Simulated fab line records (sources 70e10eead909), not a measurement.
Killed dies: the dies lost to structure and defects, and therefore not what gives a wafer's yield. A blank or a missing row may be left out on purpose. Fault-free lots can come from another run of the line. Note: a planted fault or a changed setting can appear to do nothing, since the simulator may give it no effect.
Code-filled problem report in 8D (eight disciplines) form + flow nand harc + the parts of the form that need people (team, actions taken, sign-off) are left out

## 1. THE PROBLEM
Wafers with no fault read 120.0 nm with a standard deviation of 0.61, whereas cd nm at NHARC_A_M1_CD_MEAS_09 reads a mean of 117.3 nm on 1 wafer of 1 lot. Measured from the usual mean, that is -4.4 standard deviations.
The step: target cd 120 nm.
Earliest sighting: wafer L228.3 on cd sem-03 at day 20 14:24. At this step, 33 wafers from 11 lots have a number in the record. Rule for "out" (also "out of limits"): further than 4 standard deviations from the usual mean. The other wafers with a number count as sound.

## 2. WHAT THIS IS AND IS NOT
| question                    | is                | is not                                                                                             |
|-----------------------------|-------------------|----------------------------------------------------------------------------------------------------|
| which readings at this step | cd nm             | -                                                                                                  |
| which lots                  | L228              | L218, L219, L221, L225, L233, L234, L236, L237, L238, L239                                         |
| which wafers of those lots  | L228.3            | L228.2, L228.6                                                                                     |
| read on which gauges        | cd sem-03         | cd sem-01, cd sem-02                                                                               |
| when                        | from day 20 14:24 | up to then (14 sound wafers); but 18 sound wafers of L233, L234, L236, L237, L238, L239 came after |

## 3. WHAT RULES OUT EACH SUSPECT
Counting: a tool at a process step up to the reading stays a suspect if it ran every lot that is out. Sound lots after the first of them don't rule it out here, since some wafers of a struck lot are sound.
- the gauge at NHARC_A_M1_CD_MEAS_09 has been ruled out. All the wafers that are out were read on cd sem-03, but those of them that NHARC_A_M1_PEB_07 has rows for are out there too, on other tools.
- pvd sputter-02 at NHARC_A_M0_PVD_20 (deposits TaN, target thk 5 nm, time 8.06 s): kept. It ran the lot that is out, L228 (day 20 14:19); its last sound lot up to then is L219 (day 18 07:58). NHARC_A_M0_PVD_20 gives no start for some lots, so the hours and the order of its lots are those of NHARC_A_M1_PEB_07.
- pvd sputter-02 at NHARC_A_M0_PVD_21 (deposits Cu, target thk 30 nm, time 20.49 s): kept. It ran the lot that is out, L228 (day 20 14:19); its last sound lot up to then is L219 (day 18 07:58). NHARC_A_M0_PVD_21 gives no start for some lots, so the hours and the order of its lots are those of NHARC_A_M1_PEB_07.
- litho track-01 at NHARC_A_M1_PEB_07 (peb time 65 s): kept. It ran the lot that is out, L228 (day 20 14:19); its last sound lot up to then is L225 (day 20 10:11). Its own readings are out on those wafers: heater power total W.
After the count, these remain: pvd sputter-02 at NHARC_A_M0_PVD_20, pvd sputter-02 at NHARC_A_M0_PVD_21 and litho track-01 at NHARC_A_M1_PEB_07.

## 4. THE CAUSE (what the simulator had put in)
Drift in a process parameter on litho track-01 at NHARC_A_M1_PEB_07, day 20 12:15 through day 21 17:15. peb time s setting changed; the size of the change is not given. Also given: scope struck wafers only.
3 suspects survive the count, and this tool is in that group.

## 5. SEQUENCE OF EFFECTS, ordered by route
One row per reading whose mean, taken over the struck wafers that have a number, lies over 3 standard deviations from the usual. Only readings whose record carries a usual standard deviation are examined. hours: median over the lots of the time between each lot's start at the first step of this table that gives one and its start at this step. sigmas: the change, counted in usual standard deviations.
| hours | step                  | reading              | usual    | on struck wafers | change | sigmas |
|-------|-----------------------|----------------------|----------|------------------|--------|--------|
| 0     | NHARC_A_M1_PEB_07     | heater power total W | 156.5 W  | 161.8            | +5.3   | +13    |
| 0     | NHARC_A_M1_CD_MEAS_09 | cd nm                | 120.0 nm | 117.3            | -2.7   | -4.4   |
Process steps it contains:
- NHARC_A_M1_PEB_07: peb time 65 s.

## 6. WHAT WOULD HAVE CAUGHT IT SOONER
The first out-of-limits reading at a measuring or inspecting step in this record came at day 20 14:24, 2 hours after the fault's start at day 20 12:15.
The tool's own readings at NHARC_A_M1_PEB_07 were out on every struck wafer that the step has a row for (heater power total W): an alarm limit on them would have fired on the first of those.
All the lots that are out (1) had begun NHARC_A_M1_PEB_07 on litho track-01 by day 20 14:24. None of them would have been spared by holding the tool at that moment.
